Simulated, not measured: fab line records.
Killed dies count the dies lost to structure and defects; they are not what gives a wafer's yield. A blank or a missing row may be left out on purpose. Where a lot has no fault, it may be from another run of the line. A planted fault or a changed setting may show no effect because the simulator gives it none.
The tool behind it: which one? ; flow n5Finfet ; 69 wafers from 23 lots sampled at 5 of the route's 1938 steps

WHAT THE GAUGES SHOWED, per wafer
N5_BEOL_M13_CD_MEAS_17: target cd 190 nm. Usual: 190.5 nm for cdNm, sd 1.3.
lot;measured;on;cdNm (nm);flag
L074;day 11 08:55;cdSem-01;191.5 191.8 191.8;
L075;day 11 11:55;cdSem-02;189.5 190.3 187.9;
L077;day 11 23:38;cdSem-01;188.6 189.2 189.9;
L078;day 12 14:16;cdSem-02;190.2 190.4 190.9;
L076;day 12 16:45;cdSem-03;188.1 189.8 187.6;
L080;day 12 20:51;cdSem-03;192.2 192.3 192.2;
L079;day 13 02:25;cdSem-03;194.1 192.0 192.5;
L081;day 13 11:19;cdSem-01;189.9 188.8 189.8;
L082;day 14 08:05;cdSem-02;189.8 189.6 190.8;
L083;day 14 08:58;cdSem-01;190.2 189.4 189.9;
L085;day 15 00:05;cdSem-01;190.2 190.6 192.2;
L084;day 15 05:16;cdSem-02;189.0 189.5 190.2;
L087;day 15 08:25;cdSem-01;191.9 192.7 191.5;
L092;day 15 16:44;cdSem-03;190.2 190.3 190.3;
L086;day 15 17:29;cdSem-02;193.5 192.8 191.8;
L089;day 15 22:10;cdSem-01;190.8 191.5 192.0;
L088;day 16 06:23;cdSem-02;189.4 190.0 189.5;
L090;day 16 06:54;cdSem-01;192.3 191.9 192.1;
L091;day 16 11:50;cdSem-02;191.8 191.7 190.8;
L096;day 16 18:58;cdSem-01;188.6 189.8 189.5;
L094;day 16 22:04;cdSem-02;188.3 189.1 188.2;
L097;day 17 14:23;cdSem-01;190.4 190.1 190.7;
L095;day 18 12:21;cdSem-02;190.3 190.1 189.4;

N5_BEOL_M13_THK_MEAS_50: measures by xrf. Usual: for M13_THK the level is 420 nm and the standard deviation is 6.7.
lot;measured;on;M13_THK (nm);flag
L074;day 11 12:53;filmMetro-01;416 418 433;
L075;day 11 15:53;filmMetro-02;408 420 420;
L077;day 12 03:58;filmMetro-02;416 425 415;
L078;day 12 18:52;filmMetro-01;414 414 410;
L076;day 12 20:02;filmMetro-02;427 415 424;
L080;day 13 00:24;filmMetro-01;428 417 415;
L079;day 13 10:23;filmMetro-01;411 425 414;
L081;day 13 16:42;filmMetro-01;430 428 429;
L082;day 14 10:50;filmMetro-02;412 417 406;
L083;day 14 13:28;filmMetro-01;422 413 415;
L085;day 15 03:35;filmMetro-01;418 428 428;
L084;day 15 08:02;filmMetro-01;407 426 419;
L087;day 15 13:11;filmMetro-01;424 429 427;
L092;day 15 20:01;filmMetro-02;413 411 422;
L086;day 15 21:29;filmMetro-02;430 420 428;
L089;day 16 03:02;filmMetro-02;422 421 427;
L088;day 16 11:22;filmMetro-01;417 409 425;
L090;day 16 11:35;filmMetro-01;418 414 411;
L091;day 16 16:36;filmMetro-01;416 425 419;
L096;day 17 01:07;filmMetro-02;425 410 415;
L094;day 17 02:07;filmMetro-01;423 430 427;
L097;day 17 18:42;filmMetro-01;422 412 415;
L095;day 18 17:14;filmMetro-02;422 419 427;

WHAT TOOL EACH LOT RAN ON (gives the tool, then ch and the chambers of the sampled wafers, and finally the start)
lot;N5_BEOL_M13_DESCUM_15;N5_BEOL_M13_ETCH_67;N5_BEOL_M13_TRENCH_ETCH_34
L074;rieDiel-06 ch 2,3, day 11 08:21;rieDiel-03 ch 0,1,2, day 11 09:38;rieDiel-03 ch 0,1,2, day 11 10:00
L075;rieDiel-06 ch 1,2, day 11 11:21;rieDiel-06 ch 0,1,3, day 11 12:30;rieDiel-06 ch 0,1,3, day 11 12:52
L077;rieDiel-03 ch 0,1,2, day 11 23:06;rieDiel-03 ch 0,1,2, day 12 00:45;rieDiel-03 ch 0,1,2, day 12 01:07
L078;rieDiel-02 ch 2,3, day 12 13:44;rieDiel-03 ch 0,2, day 12 14:51;rieDiel-03 ch 0,2, day 12 15:13
L076;rieDiel-06 ch 1,3, day 12 16:13;rieDiel-02 ch 1,2, day 12 17:19;rieDiel-02 ch 1,2, day 12 17:41
L080;rieDiel-03 ch 0,1,2, day 12 20:20;rieDiel-03 ch 0,1,2, day 12 21:29;rieDiel-03 ch 0,1,2, day 12 21:51
L079;rieDiel-02 ch 0,2,3, day 13 01:53;rieDiel-02 ch 0,1,3, day 13 02:52;rieDiel-02 ch 0,1,3, day 13 03:14
L081;rieDiel-03 ch 0,1, day 13 10:46;rieDiel-06 ch 1,2,3, day 13 11:53;rieDiel-06 ch 1,2,3, day 13 12:16
L082;rieDiel-02 ch 2,3, day 14 07:33;rieDiel-03 ch 0,2,3, day 14 08:40;rieDiel-03 ch 0,2,3, day 14 09:01
L083;rieDiel-02 ch 2,3, day 14 08:25;rieDiel-03 ch 0,2,3, day 14 09:41;rieDiel-03 ch 0,2,3, day 14 10:03
L085;rieDiel-02 ch 0,3, day 14 23:34;rieDiel-02 ch 1,3, day 15 00:44;rieDiel-02 ch 1,3, day 15 01:06
L084;rieDiel-02 ch 0,1,3, day 15 04:44;rieDiel-03 ch 0,2, day 15 05:43;rieDiel-03 ch 0,2, day 15 06:05
L087;rieDiel-06 ch 0,1,2, day 15 07:53;rieDiel-06 ch 1,2, day 15 08:52;rieDiel-06 ch 1,2, day 15 09:14
L092;rieDiel-06 ch 0,1,3, day 15 16:13;rieDiel-02 ch 1,2,3, day 15 17:19;rieDiel-02 ch 1,2,3, day 15 17:41
L086;rieDiel-02 ch 0,1,2, day 15 16:58;rieDiel-02 ch 0,1,3, day 15 18:20;rieDiel-02 ch 0,1,3, day 15 18:42
L089;rieDiel-02 ch 0,1,3, day 15 21:38;rieDiel-06 ch 0,1,3, day 15 22:37;rieDiel-06 ch 0,1,3, day 15 22:59
L088;rieDiel-03 ch 0,1, day 16 05:51;rieDiel-03 ch 0,1,3, day 16 06:58;rieDiel-03 ch 0,1,3, day 16 07:20
L090;rieDiel-06 ch 1,2,3, day 16 06:22;rieDiel-02 ch 0,1,2, day 16 07:29;rieDiel-02 ch 0,1,2, day 16 07:50
L091;rieDiel-06 ch 0,2,3, day 16 11:19;rieDiel-02 ch 0,3, day 16 13:01;rieDiel-02 ch 0,3, day 16 13:23
L096;rieDiel-03 ch 0,1,2, day 16 18:26;rieDiel-02 ch 0,2, day 16 19:35;rieDiel-02 ch 0,2, day 16 19:56
L094;rieDiel-03 ch 0,2,3, day 16 21:32;rieDiel-06 ch 0,1,2, day 16 22:41;rieDiel-06 ch 0,1,2, day 16 23:03
L097;rieDiel-03 ch 0,1, day 17 13:49;rieDiel-02 ch 0,2,3, day 17 14:57;rieDiel-02 ch 0,2,3, day 17 15:19
L095;rieDiel-06 ch 1,2, day 18 11:49;rieDiel-02 ch 0,1,3, day 18 12:55;rieDiel-02 ch 0,1,3, day 18 13:17
- N5_BEOL_M13_DESCUM_15: chemistry O2, time 7.9 s.
- N5_BEOL_M13_ETCH_67: etches SiARC in CF4, target depth 143 nm, time 238.3 s.
- N5_BEOL_M13_TRENCH_ETCH_34: etches SiOC in C4F8/O2/Ar, target depth 413.47 nm, time 162.6 s.

AS READ BY THE TOOLS THEMSELVES (means over the sampled wafers that have a number; for cases with no such wafer, the mark the record gives instead)
N5_BEOL_M13_DESCUM_15. Usual: drypumpMotorCurrentA 5.6 A, standard deviation 0.46; oesProductAu 0.81 a.u., standard deviation 0.089; rfVppV 243.3 V, standard deviation 1.5; showerheadPlenumPTorr 2.11 Torr, standard deviation 0.081; tempC 40.00 C, standard deviation 0.13; throttleValvePct 20.39 %, standard deviation 0.17.
lot;tool;drypumpMotorCurrentA (A);oesProductAu (a.u.);rfVppV (V);showerheadPlenumPTorr (Torr);tempC (C);throttleValvePct (%);flag
L074;rieDiel-06;5.7;0.83;243.7;2.12;39.99;20.18;
L075;rieDiel-06;5.5;0.71;240.9;1.96;40.08;20.66;
L077;rieDiel-03;5.8;0.77;243.1;2.12;40.00;20.54;
L078;rieDiel-02;5.7;0.71;244.1;2.14;40.11;20.30;
L076;rieDiel-06;5.3;0.89;244.8;2.22;40.13;20.20;
L080;rieDiel-03;5.8;0.77;243.6;2.12;39.99;20.56;
L079;rieDiel-02;5.4;0.79;243.1;2.13;39.97;20.33;
L081;rieDiel-03;5.5;0.77;243.3;2.10;40.07;20.51;
L082;rieDiel-02;5.8;0.70;244.2;2.11;39.93;20.27;
L083;rieDiel-02;5.8;0.70;243.8;2.11;40.08;20.27;
L085;rieDiel-02;5.5;0.77;242.8;2.10;39.97;20.28;
L084;rieDiel-02;5.2;0.85;243.7;2.12;39.91;20.29;
L087;rieDiel-06;5.7;0.83;243.1;2.06;40.04;20.45;
L092;rieDiel-06;5.5;0.85;244.4;2.16;39.94;20.35;
L086;rieDiel-02;5.2;0.85;243.3;2.15;40.09;20.34;
L089;rieDiel-02;5.2;0.84;243.5;2.12;39.98;20.28;
L088;rieDiel-03;5.6;0.80;242.7;2.10;39.99;20.44;
L090;rieDiel-06;5.5;0.81;244.7;2.12;40.01;20.33;
L091;rieDiel-06;5.8;0.80;243.2;2.05;40.02;20.35;
L096;rieDiel-03;5.8;0.82;243.3;2.11;40.10;20.46;
L094;rieDiel-03;5.9;0.78;243.2;2.10;39.92;20.54;
L097;rieDiel-03;5.5;0.74;241.7;2.09;39.88;20.56;
L095;rieDiel-06;5.5;0.82;242.9;2.12;39.95;20.47;

N5_BEOL_M13_ETCH_67. Usual: drypumpMotorCurrentA 5.5 A, standard deviation 0.5; etchRfOnTimeS 238 s, standard deviation 3.5; oesProductAu 0.69 a.u., standard deviation 0.081; rfVppV 184.2 V, standard deviation 1.2; showerheadPlenumPTorr 2.16 Torr, standard deviation 0.06; throttleValvePct 15.56 %, standard deviation 0.16.
lot;tool;drypumpMotorCurrentA (A);etchRfOnTimeS (s);oesProductAu (a.u.);rfVppV (V);showerheadPlenumPTorr (Torr);throttleValvePct (%);flag
L074;rieDiel-03;5.8;236;0.66;184.2;2.17;15.70;
L075;rieDiel-06;5.5;239;0.69;184.7;2.13;15.60;
L077;rieDiel-03;5.8;238;0.66;183.0;2.17;15.71;
L078;rieDiel-03;5.8;240;0.62;183.7;2.15;15.77;
L076;rieDiel-02;5.3;236;0.76;184.9;2.20;15.39;
L080;rieDiel-03;5.8;239;0.64;184.8;2.16;15.72;
L079;rieDiel-02;5.2;237;0.74;184.1;2.17;15.41;
L081;rieDiel-06;5.5;236;0.72;183.8;2.17;15.44;
L082;rieDiel-03;5.9;239;0.69;184.3;2.15;15.63;
L083;rieDiel-03;5.9;235;0.69;183.8;2.15;15.63;
L085;rieDiel-02;5.3;236;0.73;184.1;2.16;15.37;
L084;rieDiel-03;6.0;236;0.75;183.8;2.16;15.53;
L087;rieDiel-06;5.5;235;0.73;184.0;2.17;15.53;
L092;rieDiel-02;5.5;235;0.66;184.2;2.17;15.48;
L086;rieDiel-02;5.2;237;0.72;184.7;2.16;15.44;
L089;rieDiel-06;5.5;236;0.73;185.0;2.20;15.47;
L088;rieDiel-03;5.7;239;0.64;184.4;2.13;15.71;
L090;rieDiel-02;5.1;242;0.71;185.1;2.19;15.50;
L091;rieDiel-02;5.5;237;0.65;183.1;2.14;15.51;
L096;rieDiel-02;5.3;240;0.64;184.7;2.19;15.59;
L094;rieDiel-06;5.7;237;0.70;183.5;2.11;15.59;
L097;rieDiel-02;5.4;238;0.64;184.1;2.16;15.57;
L095;rieDiel-02;5.2;239;0.69;185.2;2.16;15.49;

N5_BEOL_M13_TRENCH_ETCH_34. Usual: drypumpMotorCurrentA 5.5 A, standard deviation 0.5; oesProductAu 0.81 a.u., standard deviation 0.096; rfVppV 666.2 V, standard deviation 2.6; showerheadPlenumPTorr 3.44 Torr, standard deviation 0.095; throttleValvePct 24.12 %, standard deviation 0.16.
lot;tool;drypumpMotorCurrentA (A);oesProductAu (a.u.);rfVppV (V);showerheadPlenumPTorr (Torr);throttleValvePct (%);flag
L074;rieDiel-03;5.8;0.77;666.8;3.46;24.27;
L075;rieDiel-06;5.5;0.81;664.6;3.39;24.17;
L077;rieDiel-03;5.8;0.77;667.2;3.46;24.28;
L078;rieDiel-03;5.8;0.72;666.0;3.43;24.31;
L076;rieDiel-02;5.3;0.88;667.4;3.49;23.90;
L080;rieDiel-03;5.8;0.76;666.6;3.45;24.28;
L079;rieDiel-02;5.2;0.86;666.8;3.45;23.99;
L081;rieDiel-06;5.6;0.85;665.8;3.46;24.04;
L082;rieDiel-03;5.9;0.81;666.1;3.42;24.19;
L083;rieDiel-03;5.9;0.81;665.5;3.42;24.19;
L085;rieDiel-02;5.4;0.86;666.1;3.45;23.90;
L084;rieDiel-03;6.1;0.88;666.4;3.45;24.15;
L087;rieDiel-06;5.5;0.85;667.4;3.46;24.14;
L092;rieDiel-02;5.5;0.77;667.5;3.45;23.95;
L086;rieDiel-02;5.2;0.84;667.0;3.45;24.01;
L089;rieDiel-06;5.5;0.85;668.2;3.51;24.10;
L088;rieDiel-03;5.7;0.75;665.3;3.41;24.27;
L090;rieDiel-02;5.1;0.83;668.2;3.48;24.04;
L091;rieDiel-02;5.5;0.76;665.8;3.41;24.04;
L096;rieDiel-02;5.3;0.75;667.0;3.49;24.08;
L094;rieDiel-06;5.7;0.82;663.2;3.35;24.19;
L097;rieDiel-02;5.4;0.74;665.7;3.45;24.06;
L095;rieDiel-02;5.2;0.81;666.1;3.43;24.03;

THE ANSWER, worked out from the rows above alone
Rule: a lot is off if the mean of its wafers that have a number lies more than 3 standard deviations from the usual mean. Also off: a lot with no number at a reading for which 4 or more lots have one. Where the step has rows for the other lots, those lots are counted as sound. Order of review: gauges by route order, followed by the tools' own readings, for which a lot's mean as printed above is used. The first step at which some lot is off is used, and at that step the reading that is off furthest; a lot without a number counts as furthest.
None of the lots is off at any reading shown; this tells nothing.

WHAT HAD BEEN PUT IN BY THE SIMULATOR
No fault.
